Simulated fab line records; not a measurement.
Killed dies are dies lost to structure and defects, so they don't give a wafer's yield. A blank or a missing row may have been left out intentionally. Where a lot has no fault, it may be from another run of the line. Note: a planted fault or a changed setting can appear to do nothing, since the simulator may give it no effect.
Which tool was responsible? -- flow n5Finfet -- 10 lots, 30 wafers sampled, at 2 steps of a route of 1938

WHAT THE GAUGES READ, wafer by wafer
N5_FIN_SAQP_CD_MEAS_31 targets a cd of 8 nm.
lot,measured,on,cdNm (nm)
L240,day 2 17:58,cdSem-02,7.81 8.32 7.84
L241,day 2 19:09,cdSem-02,8.37 8.15 8.13
L243,day 3 08:59,cdSem-01,8.24 8.23 8.32
L245,day 3 20:53,cdSem-01,8.00 8.29 8.28
L247,day 4 14:33,cdSem-01,7.78 8.24 8.10
L249,day 4 20:43,cdSem-02,7.97 7.89 8.11
L251,day 5 08:49,cdSem-03,7.87 8.09 8.09
L256,day 6 16:51,cdSem-02,8.20 7.98 8.08
L260,day 7 14:20,cdSem-03,8.17 7.88 7.85
L261,day 7 19:37,cdSem-01,8.43 8.13 8.10

EACH LOT AND THE TOOL THAT RAN IT (in order: tool; ch and the chambers of the sampled wafers; start)
lot,N5_FIN_SAQP_MANDREL2_REMOVE_60
L240,"rieSi-04 ch 1,3, day 2 17:51"
L241,"rieSi-02 ch 0,1, day 2 19:02"
L243,"rieSi-04 ch 1,2,3, day 3 08:52"
L245,"rieSi-04 ch 0,1,3, day 3 20:46"
L247,"rieSi-02 ch 0,1,2, day 4 14:27"
L249,"rieSi-06 ch 0,2, day 4 20:36"
L251,"rieSi-02 ch 2,3, day 5 08:43"
L256,"rieSi-06 ch 0,1,2, day 6 16:44"
L260,"rieSi-02 ch 0,1, day 7 14:13"
L261,"rieSi-02 ch 0,1, day 7 19:30"
- N5_FIN_SAQP_MANDREL2_REMOVE_60: chemistry HBr/Cl2/O2, target a-Si, stops on SiNx, bt time 10 s.

THE ANSWER, worked out from the rows above alone
Rule: usual is defined by the lots themselves. Put in order of their means at a reading, lots are off if they are a third of the lots or fewer, leave a main group of 4 or more, and stand apart from it by a gap of 3 or more times the standard deviation of the main group's means; of several such gaps the widest counts. A main group is skipped when, at the precision printed for the reading in the tables above, its means are all equal. A lot without any number at a reading at which 4 lots or more have one is off too. Where the step has rows for the other lots, those lots are counted as sound.
No lot is off at any reading shown: from this, nothing can be told.

WHAT THE SIMULATOR PUT IN
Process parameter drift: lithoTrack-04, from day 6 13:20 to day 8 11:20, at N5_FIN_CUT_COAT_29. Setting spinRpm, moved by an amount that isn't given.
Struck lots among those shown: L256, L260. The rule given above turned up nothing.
